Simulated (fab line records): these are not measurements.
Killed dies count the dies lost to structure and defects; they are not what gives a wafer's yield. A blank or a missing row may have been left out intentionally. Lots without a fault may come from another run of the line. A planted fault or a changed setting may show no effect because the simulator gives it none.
A lot that was struck, set against a sound lot + flow n5Finfet + 16 steps out of a route of 1938
Sound: wafers L477.2, L477.3, L477.5. Struck: wafer L487.2. (L487.4, L487.6 of the same lot were not struck and are left out.) The cause comes at the end.
For every step that has rows: the tool of each side, followed by ch and its chambers, followed by its first start. Under that, the readings that differ: sound wafers + struck wafers + difference of the means + sigmas: that difference in standard deviations of wafers without a fault.
alike: words and numbers the same on both sides, and readings whose means are apart by under 2 such deviations; not compared: readings that were withheld, readings missing a value for some wafer, numbers with overlapping values and no deviation given by the record, and bounds like >300 which may hide the same value.
Wherever a step has rows on one side only, a row that says differs or no value, or a row with sigmas, the two part there. Non-overlapping numbers with no deviation appear without sigmas and do not part them. A reading that every wafer of one side lacks parts them only if that side has two wafers or more.

first, 2 steps without rows for these wafers: N5_STI_FIN_REVEAL_STRIP_35 (strips Si3N4 in H3PO4, target depth 4 nm, time 39 s); N5_STI_FIN_REVEAL_SRD_21 (time 30 s).
N5_STI_FIN_REVEAL_OXIDATION_33: chemistry O2 PLASMA REMOTE, time 20 s.
  sound on plasmaAsher-02 ch 0,1, day 2 14:46; struck on plasmaAsher-01 ch 1, day 5 02:11
  alike: drypumpMotorCurrentA, heaterPowerW, tempCMax
  not compared: rfHoursCounterH
then, 2 steps without rows for these wafers: N5_STI_FIN_REVEAL_CLEAN_19 (cleans in O3/DIW, time 120 s); N5_STI_FIN_REVEAL_SRD_23 (time 30 s).
N5_STI_FIN_REVEAL_CD_MEAS_22: target cd 6.238 nm, pitch 28 nm.
  sound: cdSem-03 at day 2 14:56; struck: cdSem-03 at day 5 02:22
  alike: cdNm
N5_STI_FIN_REVEAL_FIN_H_MEAS_10:
  sound: ocd-02 at day 2 14:58; struck: ocd-02 at day 5 02:23
  alike: trenchDepthNm
then, 2 steps without rows for these wafers: N5_STI_FIN_REVEAL_PRECLEAN_18 (cleans in SC2, time 45 s); N5_STI_FIN_REVEAL_SRD_28 (time 30 s).
N5_STI_FIN_REVEAL_INSPECT_13: inspects for defects (darkfield).
  sound: defectInspect-01 at day 2 15:03; struck: defectInspect-02 at day 5 02:28
  alike: rawDefectCount
then, 2 steps without rows for these wafers: N5_DUMMY_GATE_PRECLEAN_00 (cleans in O3/DIW, time 60 s); N5_DUMMY_GATE_SRD_01 (time 30 s).
N5_DUMMY_GATE_ALD_02: deposits SiO2, target thk 2 nm, pulse time 1 s.
  sound on aldSin-03 ch 1,2,3, day 2 15:10; struck on aldSin-01 ch 2, day 5 03:52
| reading                                    | sound       | struck | difference | sigmas |
|--------------------------------------------|-------------|--------|------------|--------|
| heaterPowerOuterW (W)                      | 228 281 283 | 198    | -66        | -2     |
| model.SiO2_of_DUMMY_GATE_ALD_02.thkNm (nm) | 2 2 2       | 2.4    | +0.4       |        |
  alike: heaterPowerW, precursorPulseHeightRel
then, 1 step without rows for these wafers: N5_DUMMY_GATE_CVD_03 (deposits a-Si from SiH4, target thk 150 nm, time 8042 s).
-- record jumps: 5 days separate the struck wafers' starts on either side; left off in module DUMMY_GATE, taken up again in module BEOL_M4, whose first shown step is the route's number 1111 --
N5_BEOL_M4_RC_MEAS_101:
  sound on prober-01 ch 0, day 7 22:24; struck on prober-02 ch 0, day 10 11:26
  alike: DIBL_N, DIBL_P, IOFF_N, IOFF_P, ION_N, ION_P, SS_N, SS_P, VT_N, VT_P
N5_PASSIVATION_PROBE_49:
  sound wafers here have rows in the record (prober-01, day 12 08:13); struck ones have none

== WHERE THEY PART ==
Last at N5_PASSIVATION_PROBE_49 as far as this record goes, first at N5_DUMMY_GATE_ALD_02.

WHY: the cause the simulator had injected
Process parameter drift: aldSin-01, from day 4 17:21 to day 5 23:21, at N5_DUMMY_GATE_ALD_02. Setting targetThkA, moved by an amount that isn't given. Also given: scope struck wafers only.
